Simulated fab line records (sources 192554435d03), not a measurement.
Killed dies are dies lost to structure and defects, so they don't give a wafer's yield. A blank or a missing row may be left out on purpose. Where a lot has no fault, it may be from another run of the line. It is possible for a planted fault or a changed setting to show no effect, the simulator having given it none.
A single fault, viewed from 2 desks / flow n5Finfet / each desk has only its own numbers; what lay behind them comes last

== METROLOGY DESK ==
Lot by lot, what the gauges showed, no matter which tool ran the lot: averages of those sampled wafers that carry a number. Any lot whose mean is over 4 standard deviations away from the usual mean is out of limits and marked OUT; that distance is given in the brackets.
Columns: A = trenchDepthNm at N5_BEOL_M6_OCD_MEAS_38, usual 94.8 nm
lot=L227; first seen here=day 9 02:42; A=93.7
lot=L228; first seen here=day 9 13:35; A=99.8
lot=L232; first seen here=day 10 04:04; A=94.0
lot=L234; first seen here=day 11 01:41; A=93.2
lot=L235; first seen here=day 11 03:40; A=95.6
lot=L236; first seen here=day 11 15:28; A=94.3
lot=L237; first seen here=day 11 22:23; A=93.9
lot=L240; first seen here=day 12 20:58; A=95.6
lot=L245; first seen here=day 13 23:59; A=93.7
lot=L248; first seen here=day 14 22:37; A=94.0
lot=L250; first seen here=day 15 03:25; A=93.7
Finding of this desk: none of the 11 lots has anything out of limits.

== TOOL OWNER'S DESK, cvdCo-01 ==
The tool's own readings at N5_BEOL_M6_CVD_78 (deposits Co from CCTBA/H2, target thk 2 nm, time 142.3 s): means of the sampled wafers that have a number, for each lot that ran on this tool. Any lot whose mean is over 4 standard deviations away from the usual mean is out of limits and marked OUT; that distance is given in the brackets.
Columns: A = runLengthS at N5_BEOL_M6_CVD_78, usual 165.4 s
lot=L227; first seen here=day 9 05:13; A=165.8
lot=L228; first seen here=day 9 14:34; A=165.7
lot=L234; first seen here=day 11 03:37; A=165.8
lot=L237; first seen here=day 11 23:43; A=165.5
lot=L245; first seen here=day 14 02:49; A=217.8 (+99) OUT
This desk finds L245 out of limits, L245 being first, at day 14 02:49 (runLengthS at N5_BEOL_M6_CVD_78). L227, L228, L234, L237: within limits.

== BROUGHT TOGETHER ==
At day 14 02:49, on L245, the tool owner's desk was in a position to raise an alarm.
Metrology desk: nothing out of limits seen.
The metrology desk holds a record of L245, inside its limits.
Every lot named ran N5_BEOL_M6_CVD_78 on cvdCo-01.

== WHAT HAD BEEN PUT IN BY THE SIMULATOR ==
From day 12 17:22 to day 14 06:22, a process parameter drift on cvdCo-01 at N5_BEOL_M6_CVD_78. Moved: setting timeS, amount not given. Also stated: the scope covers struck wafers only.
Shown lots that were struck: L245.
Each desk's first reading out of limits, in hours after the fault started: the tool owner's desk, 33.
